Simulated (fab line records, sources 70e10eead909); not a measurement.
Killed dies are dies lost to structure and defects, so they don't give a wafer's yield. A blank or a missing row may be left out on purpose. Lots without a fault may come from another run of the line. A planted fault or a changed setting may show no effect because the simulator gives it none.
Chamber matching | flow nand_harc | NHARC_P_CONTACT_ETCH_35 on rie_diel-06: 4 sister chambers
The step etches the open film in CF4, target depth 39 nm, time 65 s. 27 wafers are shown with their chamber, then 12 later ones without.

WAFERS WITH THEIR CHAMBER
wafer  | chamber | showerhead_plenum_p_Torr (Torr) | drypump_motor_current_A (A) | rf_vpp_V (V)
L074.1 | 0       | 1.68                            | 5.6                         | 150.2
L074.2 | 2       | 1.90                            | 6.1                         | 153.6
L074.3 | 1       | 1.80                            | 5.1                         | 152.0
L074.4 | 3       | 1.81                            | 6.4                         | 150.6
L074.5 | 2       | 1.90                            | 6.1                         | 152.7
L074.6 | 1       | 1.80                            | 5.1                         | 152.5
L077.1 | 1       | 1.80                            | 5.2                         | 150.8
L077.2 | 2       | 1.89                            | 6.1                         | 155.1
L077.3 | 0       | 1.68                            | 5.6                         | 150.2
L077.4 | 3       | 1.81                            | 6.4                         | 152.2
L077.5 | 0       | 1.68                            | 5.6                         | 149.8
L077.6 | 3       | 1.81                            | 6.5                         | 151.4
L080.3 | 3       | 1.81                            | 6.4                         | 151.0
L080.4 | 1       | 1.80                            | 5.2                         | 152.5
L080.6 | 1       | 1.80                            | 5.1                         | 149.8
L080.1 | 2       | 1.90                            | 6.2                         | 154.1
L080.2 | 0       | 1.67                            | 5.6                         | 149.8
L080.5 | 2       | 1.89                            | 6.1                         | 152.9
L082.2 | 2       | 1.89                            | 6.1                         | 153.0
L082.3 | 0       | 1.67                            | 5.6                         | 150.6
L082.5 | 3       | 1.80                            | 6.5                         | 151.7
L083.2 | 2       | 1.89                            | 6.1                         | 153.7
L083.5 | 3       | 1.80                            | 6.4                         | 153.2
L083.6 | 0       | 1.67                            | 5.6                         | 150.4
L085.1 | 0       | 1.67                            | 5.6                         | 151.3
L085.2 | 1       | 1.79                            | 5.1                         | 150.1
L085.6 | 2       | 1.89                            | 6.1                         | 152.1

SIGNATURES (means of the wafers above)
reading                  | chamber 0 | chamber 1 | chamber 2 | chamber 3 | scatter within a chamber
showerhead_plenum_p_Torr | 1.6743    | 1.7983    | 1.8937    | 1.8067    | 0.005
drypump_motor_current_A  | 5.600     | 5.133     | 6.112     | 6.433     | 0.0392
rf_vpp_V                 | 150.329   | 151.283   | 153.400   | 151.683   | 0.916
Rule: a wafer's distance from a chamber is the root of the sum, over the readings, of the square of ((its reading less the chamber's mean) divided by the reading's scatter). The wafer belongs to the nearest chamber; if the next one is less than 2 further off, it can't be placed. The scatter: the root of (the sum of the squares of (reading less its chamber's mean) over the shown wafers, divided by (wafers less chambers)).

WAFERS WITHOUT THEIR CHAMBER
wafer  | showerhead_plenum_p_Torr (Torr) | drypump_motor_current_A (A) | rf_vpp_V (V)
L089.3 | 1.89                            | 6.1                         | 153.2
L089.5 | 1.80                            | 6.4                         | 152.3
L089.6 | 1.89                            | 6.1                         | 153.2
L088.1 | 1.67                            | 5.6                         | 151.7
L088.3 | 1.80                            | 6.5                         | 151.7
L088.6 | 1.89                            | 6.1                         | 154.2
L091.1 | 1.89                            | 6.1                         | 153.5
L091.3 | 1.80                            | 6.5                         | 151.6
L091.6 | 1.67                            | 5.6                         | 149.5
L093.2 | 1.67                            | 5.6                         | 150.1
L093.3 | 1.89                            | 6.1                         | 153.4
L093.5 | 1.67                            | 5.6                         | 151.8

WHICH CHAMBER EACH WENT THROUGH
wafer  | from the rows above | in truth
L089.3 | 2                   | 2
L089.5 | 3                   | 3
L089.6 | 2                   | 2
L088.1 | 0                   | 0
L088.3 | 3                   | 3
L088.6 | 2                   | 2
L091.1 | 2                   | 2
L091.3 | 3                   | 3
L091.6 | 0                   | 0
L093.2 | 0                   | 0
L093.3 | 2                   | 2
L093.5 | 0                   | 0
Placed correctly: 12 of 12. Can't be placed from these rows: 0. Placed wrongly: 0.
